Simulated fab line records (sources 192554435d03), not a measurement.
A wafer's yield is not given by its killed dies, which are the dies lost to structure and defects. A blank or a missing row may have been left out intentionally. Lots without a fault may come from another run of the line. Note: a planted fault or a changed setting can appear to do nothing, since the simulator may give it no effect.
What tool caused it? + flow n5 finfet + 36 wafers sampled from 12 lots at 1 step of a route of 1938

## WHAT THE GAUGES SHOWED, per wafer
N5_MOL_CONTACT_COAG_CD_MEAS_101: the cd target is 16 nm.
| lot  | measured     | on        | cd nm (nm)        |
|------|--------------|-----------|-------------------|
| L075 | day 5 12:38  | cd sem-02 | 15.80 16.11 15.73 |
| L077 | day 6 01:13  | cd sem-02 | 15.86 16.07 15.80 |
| L079 | day 6 13:35  | cd sem-02 | 15.80 16.41 16.07 |
| L081 | day 7 06:40  | cd sem-02 | 15.67 16.06 15.98 |
| L083 | day 7 14:44  | cd sem-02 | 16.01 15.75 16.18 |
| L085 | day 8 09:34  | cd sem-02 | 15.43 16.02 16.29 |
| L087 | day 8 20:01  | cd sem-02 | 15.91 16.56 16.20 |
| L089 | day 9 03:05  | cd sem-03 | 15.74 15.67 15.63 |
| L092 | day 9 15:32  | cd sem-02 | 16.00 15.76 16.27 |
| L093 | day 9 23:41  | cd sem-02 | 16.05 15.58 15.87 |
| L095 | day 10 13:07 | cd sem-03 | 16.14 15.93 15.89 |
| L097 | day 10 23:10 | cd sem-03 | 15.83 16.37 16.04 |

## EACH LOT AND THE TOOL THAT RAN IT (in order: tool; ch and the chambers of the sampled wafers; start)
The record shows no process step preceding these readings.

## THE ANSWER, worked out from the rows above alone
Rule: what is usual is taken from the lots themselves. Put in order of their means at a reading, lots are off if they are a third of the lots or fewer, leave a main group of 4 or more, and stand apart from it by a gap of 3 or more times the standard deviation of the main group's means; of several such gaps the widest counts. The tables above print the reading to a certain number of digits; a main group whose means all agree to those digits is not used. Also off: a lot with no number at a reading for which 4 or more lots have one. Any other lot the step has rows for is counted as sound.
No lot is off on any of the readings shown, so nothing can be concluded from this.

## WHAT THE SIMULATOR PUT IN
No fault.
